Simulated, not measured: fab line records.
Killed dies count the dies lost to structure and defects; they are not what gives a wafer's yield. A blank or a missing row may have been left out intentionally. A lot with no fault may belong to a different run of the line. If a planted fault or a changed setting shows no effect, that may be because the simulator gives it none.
fab line records ; flow n5-finfet
record lots=10; wafers=29; last-day=17
route steps=1938 shown BEOL_M11@1549 PASSIVATION@1936
lots that met no fault: taken from a fault-free run of the same line
start-h: hours from the record's opening day to when the first of the lot's shown wafers began ; wait-h: time in hours since the lot's previous step ; " unchanged from the row above ; L1.1+2: a row that stands for several wafers ; - no value present, or no start provided ; * or withheld: withheld ; < > ~ a bound
route shown NAME@n: names a module that has steps shown in the file, with the first one's number in the route ; usual: mean and standard deviation over wafers with no fault ; same: alike in all rows ; chamber/n: place in a boat ; sites: the reading at each site ; _std_site: standard deviation of those values ; _edge_site: inner sites' mean taken away from outer sites' mean ; radius-mm: how far each site lies from the wafer's centre ; mask NAME#n: copy n ; behind: the tool/chamber that last shaped the wafer ; hold: the reason the lot was held/the length of the hold in hours/how it ended ; device: whichever transistor did not switch (one of n, p or np) ; end of line: tests run on the same wafers once the route is complete ; a step with no rows: only its recipe ; killed: dies lost to structure and defects at the first sort, not the wafer's yield ; map: the dies of a wafer, with x for killed, . for not killed, _ for no die there
set.NAME: the setting as run; set.NAME@STEP: as run at that earlier step ; model.NAME: the simulator's own value behind a step, which no gauge read
steps of the route over a sample of lots; a table a step, a row a wafer
services: from which hour (start-h, from the record's first day; less than 0 if before it) a tool's chamber was out of use, for how many hours, and why
## steps
# step N5_BEOL_M11_CD_MEAS_11
# recipe target-cd-nm=64.1; landing-energy-ev=500; detector=se-inlens; polarity=opening
# usual cd-nm=64.4/0.66
lot.wafer;tool;chamber;start-h;wait-h;cd-nm
L656.1;cd-sem-02;0;225.40;-;63.8
L656.2;cd-sem-02;0;225.40;-;63.8
L656.3;cd-sem-02;0;225.40;-;64.8
L657.2;cd-sem-01;0;232.06;-;64.1
L657.3;cd-sem-01;0;232.06;-;65.1
L657.6;cd-sem-01;0;232.06;-;65.4
L658.1;cd-sem-02;0;236.92;-;64.1
L658.3;cd-sem-02;0;236.92;-;65.1
L658.6;cd-sem-02;0;236.92;-;64.9
L659.1;cd-sem-01;0;242.23;-;63.8
L659.5;cd-sem-01;0;242.23;-;63.4
L659.6;cd-sem-01;0;242.23;-;63.8
L665.1;cd-sem-02;0;283.40;-;63.2
L665.3;cd-sem-02;0;283.40;-;64.7
L665.6;cd-sem-02;0;283.40;-;64.1
L667.1;cd-sem-02;0;303.28;-;64.0
L667.3;cd-sem-02;0;303.28;-;63.8
L667.4;cd-sem-02;0;303.28;-;64.7
L670.2;cd-sem-03;0;314.31;-;63.9
L670.5;cd-sem-03;0;314.31;-;63.8
L670.6;cd-sem-03;0;314.31;-;64.5
L671.3;cd-sem-03;0;323.02;-;64.2
L671.5;cd-sem-03;0;323.02;-;63.7
L672.1;cd-sem-01;0;327.90;-;64.1
L672.3;cd-sem-01;0;327.90;-;64.9
L672.5;cd-sem-01;0;327.90;-;64.2
L678.2;cd-sem-01;0;357.27;-;64.7
L678.5;cd-sem-01;0;357.27;-;65.4
L678.6;cd-sem-01;0;357.27;-;63.8
# step N5_BEOL_M11_STRIP_19
# recipe chemistry=O2; power-w=400; temp-c=40; pressure-mtorr=30; rf-frequency-hz=6e+07; bias-power-w=0; overash-fraction=0.2; o2-flow-sccm=225
# usual drypump-motor-current-A=5.7/0.37; oes-product-au=0.82/0.072; rf-vpp-V=3.6/0.55; showerhead-plenum-p-Torr=2.13/0.046; throttle-valve-pct=16.53/0.23
# same bias-power-w=0
lot.wafer;tool;chamber;start-h;wait-h;drypump-motor-current-A;oes-product-au;rf-hours-counter-h;rf-vpp-V;showerhead-plenum-p-Torr;throttle-valve-pct
L656.1;rie-diel-05;1;226.02;0.1;5.6;0.86;60;4.1;2.13;16.51
L656.2;rie-diel-05;3;226.02;0.1;5.8;0.87;19;3.3;2.13;15.99
L656.3;rie-diel-05;0;226.02;0.1;5.0;0.68;229;3.4;2.16;16.66
L657.2;rie-diel-01;1;232.53;0.1;5.7;0.84;72;2.8;2.22;16.69
L657.3;rie-diel-01;3;232.53;0.1;6.2;0.90;15;3.2;2.06;16.25
L657.6;rie-diel-01;3;232.53;0.1;6.2;0.91;-;3.3;2.06;16.26
L658.1;rie-diel-05;3;237.39;0.1;5.8;0.87;22;4.1;2.13;15.99
L658.3;rie-diel-05;1;237.39;0.1;5.6;0.84;62;4.0;2.13;16.50
L658.6;rie-diel-05;1;237.39;0.1;5.6;0.84;-;4.3;2.13;16.53
L659.1;rie-diel-05;3;242.74;0.1;5.8;0.87;23;4.8;2.13;16.00
L659.5;rie-diel-05;1;242.74;0.1;5.6;0.85;-;3.3;2.13;16.51
L659.6;rie-diel-05;2;242.74;0.1;5.7;0.89;-;3.4;2.12;16.35
L665.1;rie-diel-05;1;283.87;0.1;5.6;0.84;72;4.3;2.13;16.52
L665.3;rie-diel-05;3;283.87;0.1;5.8;0.85;31;3.6;2.12;16.01
L665.6;rie-diel-05;3;283.87;0.1;5.8;0.85;-;3.7;2.12;16.01
L667.1;rie-diel-01;2;303.95;0.3;5.8;0.84;73;3.0;2.07;16.98
L667.3;rie-diel-01;3;303.95;0.3;6.1;0.86;40;3.3;2.05;16.31
L667.4;rie-diel-01;0;303.95;0.3;5.6;0.89;18;3.6;2.05;16.38
L670.2;rie-diel-04;2;314.78;0.1;6.0;0.88;43;3.4;2.14;16.77
L670.5;rie-diel-04;2;314.78;0.1;6.0;0.87;-;3.9;2.14;16.77
L670.6;rie-diel-04;1;314.78;0.1;4.9;0.72;-;3.4;2.14;16.45
L671.3;rie-diel-04;3;323.56;0.1;6.1;0.77;157;3.7;2.12;16.45
L671.5;rie-diel-04;2;323.56;0.1;6.0;0.88;-;3.0;2.14;16.78
L672.1;rie-diel-05;2;328.52;0.1;5.7;0.84;66;3.5;2.11;16.38
L672.3;rie-diel-05;1;328.52;0.1;5.6;0.81;87;3.3;2.12;16.54
L672.5;rie-diel-05;2;328.52;0.1;5.7;0.84;-;2.9;2.11;16.40
L678.2;rie-diel-01;0;357.74;0.1;5.6;0.85;37;3.8;2.04;16.43
L678.5;rie-diel-01;0;357.74;0.1;5.6;0.85;-;3.8;2.04;16.41
L678.6;rie-diel-01;1;357.74;0.1;5.7;0.80;-;3.0;2.21;16.76
# step N5_BEOL_M11_EXPOSE_25
# recipe mask-id=V10; na=1.35; source-shape=annular; sigma-inner=0.5; sigma-outer=0.8; polarization=unpolarized; dose-mj=85.5
# usual exposure-dose-mJ-cm2=85.44/0.08; reticle-temp-C=22.99/0.11
# same na=1.35; sigma-inner=0.5
lot.wafer;tool;chamber;start-h;wait-h;mask;exposure-dose-mJ-cm2;reticle-temp-C
L656.1;arfi-scanner-01;0;226.98;-;V10#0;85.47;22.98
L656.2;arfi-scanner-01;0;226.98;-;V10#0;85.32;22.96
L656.3;arfi-scanner-01;0;226.98;-;V10#0;85.44;22.79
L657.2;arfi-scanner-03;0;236.14;-;V10#0;85.40;23.08
L657.3;arfi-scanner-03;0;236.14;-;V10#0;85.60;23.08
L657.6;arfi-scanner-03;0;236.14;-;V10#0;85.59;22.87
L658.1;arfi-scanner-01;0;237.74;-;V10#0;85.54;22.95
L658.3;arfi-scanner-01;0;237.74;-;V10#0;85.48;23.08
L658.6;arfi-scanner-01;0;237.74;-;V10#0;85.52;22.94
L659.1;arfi-scanner-01;0;244.23;-;V10#0;85.42;22.95
L659.5;arfi-scanner-01;0;244.23;-;V10#0;85.33;22.94
L659.6;arfi-scanner-01;0;244.23;-;V10#0;85.51;23.07
L665.1;arfi-scanner-01;0;285.48;-;V10#0;79.45;22.91
L665.3;arfi-scanner-01;0;285.48;-;V10#0;79.46;23.05
L665.6;arfi-scanner-01;0;285.48;-;V10#0;79.47;22.96
L667.1;arfi-scanner-01;0;306.60;-;V10#0;80.55;23.13
L667.3;arfi-scanner-01;0;306.60;-;V10#0;80.59;22.76
L667.4;arfi-scanner-01;0;306.60;-;V10#0;80.60;22.86
L670.2;arfi-scanner-03;0;315.14;-;V10#0;85.31;22.88
L670.5;arfi-scanner-03;0;315.14;-;V10#0;85.40;22.72
L670.6;arfi-scanner-03;0;315.14;-;V10#0;85.45;22.80
L671.3;arfi-scanner-03;0;323.83;-;V10#0;85.50;23.02
L671.5;arfi-scanner-03;0;323.83;-;V10#0;85.29;22.86
L672.1;arfi-scanner-03;0;328.84;-;V10#0;85.50;22.97
L672.3;arfi-scanner-03;0;328.84;-;V10#0;85.48;22.99
L672.5;arfi-scanner-03;0;328.84;-;V10#0;85.39;23.08
L678.2;arfi-scanner-02;0;358.50;-;V10#0;85.48;23.23
L678.5;arfi-scanner-02;0;358.50;-;V10#0;85.49;23.13
L678.6;arfi-scanner-02;0;358.50;-;V10#0;85.61;23.18
# step N5_BEOL_M11_CD_MEAS_28
# recipe target-cd-nm=70; landing-energy-ev=500; detector=se-inlens; polarity=opening
# usual cd-nm=70.5/1.2
lot.wafer;tool;chamber;start-h;wait-h;cd-nm
L656.1;cd-sem-01;0;227.11;-;69.0
L656.2;cd-sem-01;0;227.11;-;68.2
L656.3;cd-sem-01;0;227.11;-;70.3
L657.2;cd-sem-01;0;236.26;-;71.6
L657.3;cd-sem-01;0;236.26;-;73.2
L657.6;cd-sem-01;0;236.26;-;70.8
L658.1;cd-sem-03;0;237.87;-;69.9
L658.3;cd-sem-03;0;237.87;-;70.9
L658.6;cd-sem-03;0;237.87;-;70.8
L659.1;cd-sem-02;0;244.36;-;72.2
L659.5;cd-sem-02;0;244.36;-;69.7
L659.6;cd-sem-02;0;244.36;-;70.7
L665.1;cd-sem-01;0;285.61;-;65.5
L665.3;cd-sem-01;0;285.61;-;65.7
L665.6;cd-sem-01;0;285.61;-;66.3
L667.1;cd-sem-02;0;306.74;-;65.2
L667.3;cd-sem-02;0;306.74;-;64.2
L667.4;cd-sem-02;0;306.74;-;65.1
L670.2;cd-sem-03;0;315.26;-;70.0
L670.5;cd-sem-03;0;315.26;-;70.1
L670.6;cd-sem-03;0;315.26;-;70.7
L671.3;cd-sem-02;0;323.95;-;70.3
L671.5;cd-sem-02;0;323.95;-;70.0
L672.1;cd-sem-01;0;328.97;-;70.1
L672.3;cd-sem-01;0;328.97;-;71.0
L672.5;cd-sem-01;0;328.97;-;70.2
L678.2;cd-sem-03;0;358.63;-;70.3
L678.5;cd-sem-03;0;358.63;-;71.2
L678.6;cd-sem-03;0;358.63;-;71.9
# step N5_BEOL_M11_STRIP_36
# recipe chemistry=N2/H2; power-w=450; temp-c=40; pressure-mtorr=20; rf-frequency-hz=6e+07; overash-fraction=0.3; bias-power-w=7; h2-frac=0.5; n2-flow-sccm=200; h2-flow-sccm=200
# usual bias-power-w=7.002/0.025; drypump-motor-current-A=5.7/0.35; h2-flow-sccm=199.9/0.6; oes-product-au=0.82/0.069; rf-vpp-V=59.3/2; showerhead-plenum-p-Torr=2.56/0.069; throttle-valve-pct=23.4/0.36
lot.wafer;tool;chamber;start-h;wait-h;bias-power-w;drypump-motor-current-A;h2-flow-sccm;oes-product-au;rf-hours-counter-h;rf-vpp-V;showerhead-plenum-p-Torr;throttle-valve-pct
L656.1;rie-diel-01;2;227.82;0.0;7.003;5.8;199.8;0.86;50;62.9;2.47;23.7
L656.2;rie-diel-01;0;227.82;0.0;7.023;5.6;199.9;0.68;249;59.4;2.48;23.3
L656.3;rie-diel-01;1;227.82;0.0;6.999;5.7;200.2;0.85;70;60.5;2.68;23.9
L657.2;rie-diel-04;2;236.62;0.0;6.929;6.0;200.2;0.96;17;56.8;2.58;23.5
L657.3;rie-diel-04;3;236.62;0.0;7.012;6.1;199.6;0.81;128;58.8;2.52;22.8
L657.6;rie-diel-04;3;236.62;0.0;6.973;6.1;200.2;0.82;-;58.9;2.52;22.7
L658.1;rie-diel-04;3;238.23;0.0;6.992;6.1;199.6;0.80;128;60.3;2.52;22.7
L658.3;rie-diel-04;2;238.23;0.0;7.034;6.0;200.0;0.92;17;60.1;2.58;23.5
L658.6;rie-diel-04;2;238.23;0.0;7.064;6.0;200.0;0.93;-;61.6;2.58;23.5
L659.1;rie-diel-05;0;244.74;0.0;7.011;5.0;201.5;0.67;234;63.6;2.61;23.6
L659.5;rie-diel-05;1;244.74;0.0;7.010;5.6;199.6;0.85;-;56.4;2.57;23.6
L659.6;rie-diel-05;0;244.74;0.0;6.980;5.0;200.9;0.69;-;61.0;2.61;23.6
L665.1;rie-diel-04;0;285.97;0.0;7.033;5.4;199.9;0.71;208;60.1;2.61;23.4
L665.3;rie-diel-04;3;285.97;0.0;6.999;6.1;200.1;0.79;145;54.0;2.52;22.8
L665.6;rie-diel-04;0;285.97;0.0;7.024;5.4;200.1;0.72;-;59.8;2.61;23.4
L667.1;rie-diel-01;3;307.10;0.0;7.003;6.2;199.3;0.86;40;59.5;2.49;23.5
L667.3;rie-diel-01;2;307.10;0.0;6.965;5.8;200.2;0.83;73;57.4;2.46;23.7
L667.4;rie-diel-01;0;307.10;0.0;7.012;5.6;200.6;0.90;19;58.4;2.47;22.9
L670.2;rie-diel-01;1;315.62;0.0;7.006;5.7;201.1;0.81;102;59.1;2.67;24.0
L670.5;rie-diel-01;2;315.62;0.0;7.006;5.8;200.1;0.83;-;56.4;2.46;23.7
L670.6;rie-diel-01;3;315.62;0.0;7.031;6.2;200.9;0.85;-;57.2;2.49;23.5
L671.3;rie-diel-01;3;324.38;0.0;7.005;6.2;199.2;0.86;46;57.6;2.49;23.5
L671.5;rie-diel-01;0;324.38;0.0;6.982;5.6;198.8;0.89;-;58.2;2.47;23.0
L672.1;rie-diel-04;0;329.33;0.0;7.025;5.4;198.6;0.70;221;60.9;2.60;23.4
L672.3;rie-diel-04;2;329.33;0.0;7.026;6.0;199.4;0.88;48;60.3;2.57;23.6
L672.5;rie-diel-04;3;329.33;0.0;7.033;6.1;200.3;0.78;-;58.7;2.51;22.8
L678.2;rie-diel-05;1;359.28;0.0;7.007;5.6;199.3;0.80;98;56.9;2.56;23.6
L678.5;rie-diel-05;3;359.28;0.0;7.015;5.8;199.6;0.80;-;60.8;2.56;22.7
L678.6;rie-diel-05;0;359.28;0.0;6.976;5.0;200.1;0.96;-;57.5;2.60;23.5
# step N5_PASSIVATION_PROBE_49
# usual defect-limited-yield=91.4/1.4; killed_at_M0_to_M3=34/8.9; killed_at_M4_up=13/4.6; killed-at-contacts=12/5.5; killed-at-front-end=41/11; killed-at-other=3.1/2.9; killed-dies=102/16; killed-open=66/11; killed-short=34/7.6; sort_bin_5_function=5.1/0.89; sort_bin_6_memory=3.2/0.61; sort_bin_8_speed=0.02/0.12; sort-n-pass=1078/16
# same gross-dies=1180; killed-at-back-side=0; sort_bin_4_leakage[%]=0
lot.wafer;tool;chamber;start-h;wait-h;defect-limited-yield[%];killed_at_M0_to_M3;killed_at_M4_up;killed-at-contacts;killed-at-front-end;killed-at-other;killed-dies;killed-open;killed-short;sort_bin_5_function[%];sort_bin_6_memory[%];sort_bin_8_speed[%];sort-n-pass
L665.1;prober-02;-;329.95;0.0;93.7;22;25;5;21;1;74;52;21;4.0;2.1;0;1106
L665.3;prober-02;-;330.05;0.1;90.5;29;16;17;46;4;112;61;39;5.3;3.0;0;1068
L667.1;prober-01;-;346.62;0.0;89.8;41;22;19;34;4;120;82;36;5.8;3.7;0;1060
# killed by level:class
L665.1 BEOL_M4:geometric-particle:open=8 BEOL_M0_SAQP:geometric-particle:short=7 BEOL_M8:geometric-particle:open=6 FIN_SAQP:geometric-particle:open=4 MOL_CONTACT_COAG:geometric-particle:open=4 BEOL_M0_SAQP:geometric-particle:open=4 BEOL_M1:geometric-particle:open=4 GATE_CUT:geometric-particle:open=3
L665.3 MOL_CONTACT_COAG:geometric-particle:open=14 HKMG_FIN:area-etch=11 FIN_SAQP:geometric-particle:short=9 FIN_SAQP:geometric-particle:open=9 BEOL_M0_SAQP:geometric-particle:short=9 GATE_CUT:geometric-particle:short=6 BEOL_M1:geometric-particle:open=6 BEOL_M0_SAQP:geometric-particle:open=6
L667.1 BEOL_M0_SAQP:geometric-particle:open=15 MOL_CONTACT_COAG:geometric-particle:open=11 BEOL_M4:geometric-particle:open=10 FIN_SAQP:geometric-particle:open=8 MOL_CONTACT_COAG:geometric-particle:short=8 BEOL_M3:geometric-particle:open=7 BEOL_M0_SAQP:geometric-particle:short=6 FIN_SAQP:geometric-particle:short=5
## services
tool;chamber;start-h;hours;kind
rie-diel-04;3;204.29;12.3;repair
rie-diel-01;-;205.20;14.6;pm
arfi-scanner-03;-;206.72;4.9;pm
arfi-scanner-03;-;223.09;0.8;pm
rie-diel-05;0;231.27;1.3;repair
arfi-scanner-03;-;231.30;1.0;pm
rie-diel-01;2;241.99;4.6;repair
arfi-scanner-01;-;245.42;3.1;pm
arfi-scanner-02;-;246.23;0.8;pm
rie-diel-05;-;266.35;15.6;pm
arfi-scanner-03;-;272.69;1.0;pm
arfi-scanner-01;-;278.25;1.0;pm
rie-diel-01;2;279.08;5.3;repair
arfi-scanner-02;-;284.54;1.3;pm
arfi-scanner-02;-;287.01;1.0;pm
arfi-scanner-02;-;300.74;54.8;repair
rie-diel-05;0;301.90;5.6;repair
arfi-scanner-03;-;310.73;1.3;pm
arfi-scanner-01;-;319.14;1.3;pm
arfi-scanner-03;-;331.98;36.0;pm
rie-diel-01;3;339.32;3.9;repair
rie-diel-05;1;352.70;1.2;repair
arfi-scanner-02;-;355.56;0.8;pm
rie-diel-01;2;358.50;3.5;repair
## key
first-sign step=N5_BEOL_M11_EXPOSE_25; reading=exposure-dose-mJ-cm2; direction=down; sigmas=68; usual=85.44; struck=80.02
effect step=N5_BEOL_M11_CD_MEAS_28; reading=cd-nm; direction=down; sigmas=4.4; usual=70.5; struck=65.3; through=control-loop
met-at N5_BEOL_M11_EXPOSE_25
struck-lots L665,L667
loop-trim step=N5_BEOL_M11_EXPOSE_25; setting=dose; lots=L667
baseline-loss step=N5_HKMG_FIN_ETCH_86; wafers=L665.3
not-acting-at N5_BEOL_M11_CD_MEAS_11,N5_BEOL_M11_STRIP_19,N5_BEOL_M11_STRIP_36
onset-between 244.23 285.48
fault kind=process-parameter-drift; tool=arfi-scanner-01; chamber=-; onset-h=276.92; steps=N5_BEOL_M11_EXPOSE_25; channel=dose-mj; offset=-6.0279; shape=step; acts-in=these-recipes-only; stated=85.5
# loop-trim: a control loop set the setting to another value than it would have without faults
# baseline-loss: these wafers lose ten dies or more at that step, a loss of the line's own and not of a fault; the sort's usual values leave them out
